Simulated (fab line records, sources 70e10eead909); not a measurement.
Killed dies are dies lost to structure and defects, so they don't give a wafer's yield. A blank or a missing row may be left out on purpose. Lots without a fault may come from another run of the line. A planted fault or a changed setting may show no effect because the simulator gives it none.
Which tool did it? | flow nand_harc | 12 lots, 36 wafers sampled, at 6 steps of a route of 1159

WHAT THE GAUGES READ, wafer by wafer
NHARC_A_ONON_D1_THK_MEAS_18: measures by ellipsometry. Usual: thk_nm 1001 nm, standard deviation 8.7.
lot  | measured     | on            | thk_nm (nm)    | flag
L445 | day 8 12:56  | film_metro-02 | 1003 1001 1001 |
L446 | day 8 13:16  | film_metro-01 | 997 997 997    |
L450 | day 9 01:09  | film_metro-02 | 1003 1002 1003 |
L452 | day 9 08:29  | film_metro-01 | 1004 1002 1002 |
L451 | day 9 08:29  | film_metro-02 | 993 992 992    |
L454 | day 10 05:59 | film_metro-01 | 1017 1018 1019 |
L453 | day 10 05:38 | film_metro-02 | 995 995 996    |
L456 | day 10 05:39 | film_metro-01 | 999 998 996    |
L455 | day 10 09:16 | film_metro-02 | 990 991 990    |
L457 | day 11 06:17 | film_metro-01 | 647 1002 646   | OFF
L467 | day 13 10:08 | film_metro-02 | 1005 1004 1004 |
L468 | day 14 03:55 | film_metro-02 | 1009 1006 1008 |

NHARC_A_CHANNEL_HOLE_D1_INSPECT_12. Usual: raw_defect_count 5.5, standard deviation 2.9.
lot  | measured     | on                | raw_defect_count | flag
L445 | day 8 20:24  | defect_inspect-02 | 4 6 3            |
L446 | day 8 21:45  | defect_inspect-02 | 5 4 4            |
L450 | day 9 07:46  | defect_inspect-02 | 6 3 8            |
L452 | day 9 14:26  | defect_inspect-01 | 5 2 7            |
L451 | day 9 14:12  | defect_inspect-02 | 3 6 8            |
L454 | day 10 15:04 | defect_inspect-02 | 4 7 13           |
L453 | day 10 13:01 | defect_inspect-02 | 3 7 7            |
L456 | day 10 13:10 | defect_inspect-01 | 5 4 0            |
L455 | day 10 18:32 | defect_inspect-02 | 4 4 2            |
L457 | day 11 12:05 | defect_inspect-01 | 4                |
L467 | day 13 15:39 | defect_inspect-01 | 5 10 7           |
L468 | day 14 11:27 | defect_inspect-01 | 2 1 1            |

NHARC_END_SORT_01. Usual: killed_at_array 29, standard deviation 11; killed_at_other 0.5, standard deviation 0.8; killed_at_periphery 3.5, standard deviation 2.8; killed_dies 33, standard deviation 12; killed_open 3.1, standard deviation 1.8; killed_short 1.8, standard deviation 1.4.
lot  | measured     | on        | killed_at_array | killed_at_other | killed_at_periphery | killed_dies | killed_open | killed_short | flag
L457 | day 22 09:09 | prober-02 | 672 33 676      | 1 0 0           | 4 0 1               | 677 33 677  | 6 3 3       | 3 2 2        | OFF

WHICH TOOL RAN EACH LOT (tool, then ch and the chambers of the sampled wafers, then the start)
lot  | NHARC_P_BONDPAD_ETCH_37            | NHARC_P_BONDPAD_ETCH_24                       | NHARC_A_ONON_D1_DEP_16
L445 | rie_diel-05 ch 0,1,3, day 6 19:17  | rie_diel-12 ch 0,1,2, day 8 12:26 or earlier  | pecvd_onon-04 ch 0, day 8 12:26
L446 | rie_diel-06 ch 0,1,3, day 6 23:17  | rie_diel-12 ch 0,3, day 8 12:49 or earlier    | pecvd_onon-03 ch 0, day 8 12:49
L450 | rie_diel-12 ch 1,2,3, day 7 13:41  | rie_diel-05 ch 1,2,3, day 9 00:38 or earlier  | pecvd_onon-02 ch 0, day 9 00:38
L452 | rie_diel-12 ch 0,1,3, day 7 20:37  | rie_diel-12 ch 0,1,3, day 9 07:59 or earlier  | pecvd_onon-02 ch 0, day 9 07:59
L451 | rie_diel-06 ch 0,3, day 7 20:50    | rie_diel-12 ch 0,3, day 9 08:09 or earlier    | pecvd_onon-03 ch 0, day 9 08:09
L454 | rie_diel-12 ch 0,1,3, day 8 17:35  | rie_diel-12 ch 1,2,3, day 10 05:29 or earlier | pecvd_onon-03 ch 0, day 10 05:29
L453 | rie_diel-12 ch 0,3, day 8 18:07    | rie_diel-12 ch 0,2,3, day 10 05:11 or earlier | pecvd_onon-03 ch 0, day 10 05:11
L456 | rie_diel-12 ch 2,3, day 8 20:04    | rie_diel-12 ch 0,1,2, day 10 05:11 or earlier | pecvd_onon-02 ch 0, day 10 05:11
L455 | rie_diel-12 ch 0,2, day 8 21:24    | rie_diel-06 ch 2,3, day 10 08:46 or earlier   | pecvd_onon-02 ch 0, day 10 08:46
L457 | rie_diel-06 ch 0,1,3, day 9 14:20  | rie_diel-06 ch 0,1,3, day 11 05:50 or earlier | pecvd_onon-02 ch 0, day 11 05:50
L467 | rie_diel-06 ch 0,1,2, day 11 20:11 | rie_diel-12 ch 2,3, day 13 09:47 or earlier   | pecvd_onon-03 ch 0, day 13 09:47
L468 | rie_diel-12 ch 1,2, day 12 13:29   | rie_diel-12 ch 0,1, day 14 03:28 or earlier   | pecvd_onon-04 ch 0, day 14 03:28
- NHARC_P_BONDPAD_ETCH_37: etches the open film in N2/H2, target depth 60 nm, overetch 18 nm, time 65.91 s.
- NHARC_P_BONDPAD_ETCH_24: etches the open film in CF4/N2, target depth 30 nm, time 72.99 s.
- NHARC_A_ONON_D1_DEP_16: target thk 1000 nm.

WHAT THE TOOLS THEMSELVES READ (means of the sampled wafers that have a number; where no wafer has one, the mark that the record gives instead)
NHARC_P_BONDPAD_ETCH_37. Usual: drypump_motor_current_A 5.9 A, standard deviation 0.45; oes_product_au 1.000 a.u., standard deviation 0.01; rf_vpp_V 430.7 V, standard deviation 1.9; showerhead_plenum_p_Torr 2.05 Torr, standard deviation 0.068; throttle_valve_pct 14.170 %, standard deviation 0.0096.
lot  | tool        | drypump_motor_current_A (A) | oes_product_au (a.u.) | rf_vpp_V (V) | showerhead_plenum_p_Torr (Torr) | throttle_valve_pct (%) | flag
L445 | rie_diel-05 | 5.6                         | 1.001                 | 428.2        | 1.98                            | 14.177                 |
L446 | rie_diel-06 | 6.0                         | 1.009                 | 431.4        | 2.08                            | 14.177                 |
L450 | rie_diel-12 | 5.8                         | 0.996                 | 431.8        | 2.07                            | 14.165                 |
L452 | rie_diel-12 | 5.8                         | 1.000                 | 429.7        | 2.01                            | 14.169                 |
L451 | rie_diel-06 | 6.2                         | 1.009                 | 432.8        | 2.10                            | 14.176                 |
L454 | rie_diel-12 | 5.8                         | 1.000                 | 429.8        | 2.01                            | 14.168                 |
L453 | rie_diel-12 | 6.2                         | 0.998                 | 429.0        | 2.00                            | 14.170                 |
L456 | rie_diel-12 | 6.0                         | 1.007                 | 432.5        | 2.10                            | 14.171                 |
L455 | rie_diel-12 | 6.3                         | 0.991                 | 429.5        | 2.03                            | 14.180                 |
L457 | rie_diel-06 | 6.0                         | 1.003                 | 431.4        | 2.07                            | 14.166                 |
L467 | rie_diel-06 | 5.8                         | 0.988                 | 430.9        | 2.03                            | 14.174                 |
L468 | rie_diel-12 | 5.9                         | 1.001                 | 432.2        | 2.10                            | 14.171                 |

NHARC_P_BONDPAD_ETCH_24. Usual: drypump_motor_current_A 5.9 A, standard deviation 0.44; oes_product_au 0.996 a.u., standard deviation 0.0093; rf_vpp_V 314.0 V, standard deviation 1.5; showerhead_plenum_p_Torr 2.62 Torr, standard deviation 0.082; throttle_valve_pct 19.795 %, standard deviation 0.0085.
lot  | tool        | drypump_motor_current_A (A) | oes_product_au (a.u.) | rf_vpp_V (V) | showerhead_plenum_p_Torr (Torr) | throttle_valve_pct (%) | flag
L445 | rie_diel-12 | 5.9                         | 0.998                 | 314.0        | 2.63                            | 19.797                 |
L446 | rie_diel-12 | 6.2                         | 0.995                 | 312.8        | 2.58                            | 19.799                 |
L450 | rie_diel-05 | 5.9                         | 1.005                 | 313.7        | 2.61                            | 19.783                 |
L452 | rie_diel-12 | 5.8                         | 0.999                 | 314.6        | 2.60                            | 19.795                 |
L451 | rie_diel-12 | 6.2                         | 1.003                 | 313.3        | 2.58                            | 19.795                 |
L454 | rie_diel-12 | 5.8                         | 0.995                 | 314.2        | 2.67                            | 19.799                 |
L453 | rie_diel-12 | 6.2                         | 0.996                 | 314.9        | 2.66                            | 19.808                 |
L456 | rie_diel-12 | 5.9                         | 0.998                 | 313.9        | 2.63                            | 19.794                 |
L455 | rie_diel-06 | 5.6                         | 0.991                 | 314.0        | 2.61                            | 19.794                 |
L457 | rie_diel-06 | 6.0                         | 0.999                 | 314.1        | 2.67                            | 19.799                 |
L467 | rie_diel-12 | 6.1                         | 0.994                 | 315.6        | 2.72                            | 19.795                 |
L468 | rie_diel-12 | 5.5                         | 0.992                 | 312.7        | 2.57                            | 19.800                 |

THE ANSWER, worked out from the rows above alone
Rule: a lot is off if the mean of its wafers that have a number lies more than 3 standard deviations from the usual mean. A lot without any number at a reading at which 4 lots or more have one is off too. The other lots that the step has rows for count as sound. The gauges are gone through in route order, then the tools' own readings, and for those a lot's mean is taken as printed above. The first step at which some lot is off is used, and at that step the reading that is off furthest; a lot without a number counts as furthest.
Off: L457, at NHARC_A_ONON_D1_THK_MEAS_18 (thk_nm).
A tool fits if, at a process step before that reading, it ran every lot that is off, and no sound lot after the first of them. The gauges at NHARC_A_ONON_D1_THK_MEAS_18 aren't tried: what is off there is off at NHARC_END_SORT_01 too, on other tools, and a gauge's error can't cause that. NHARC_P_BONDPAD_ETCH_24 gives no start for some lots, so the hours and the order of its lots are those of NHARC_A_ONON_D1_DEP_16. Can't be told from this: 2 tools fit, rie_diel-06 at NHARC_P_BONDPAD_ETCH_24, pecvd_onon-02 at NHARC_A_ONON_D1_DEP_16.

WHAT THE SIMULATOR HAD PUT IN
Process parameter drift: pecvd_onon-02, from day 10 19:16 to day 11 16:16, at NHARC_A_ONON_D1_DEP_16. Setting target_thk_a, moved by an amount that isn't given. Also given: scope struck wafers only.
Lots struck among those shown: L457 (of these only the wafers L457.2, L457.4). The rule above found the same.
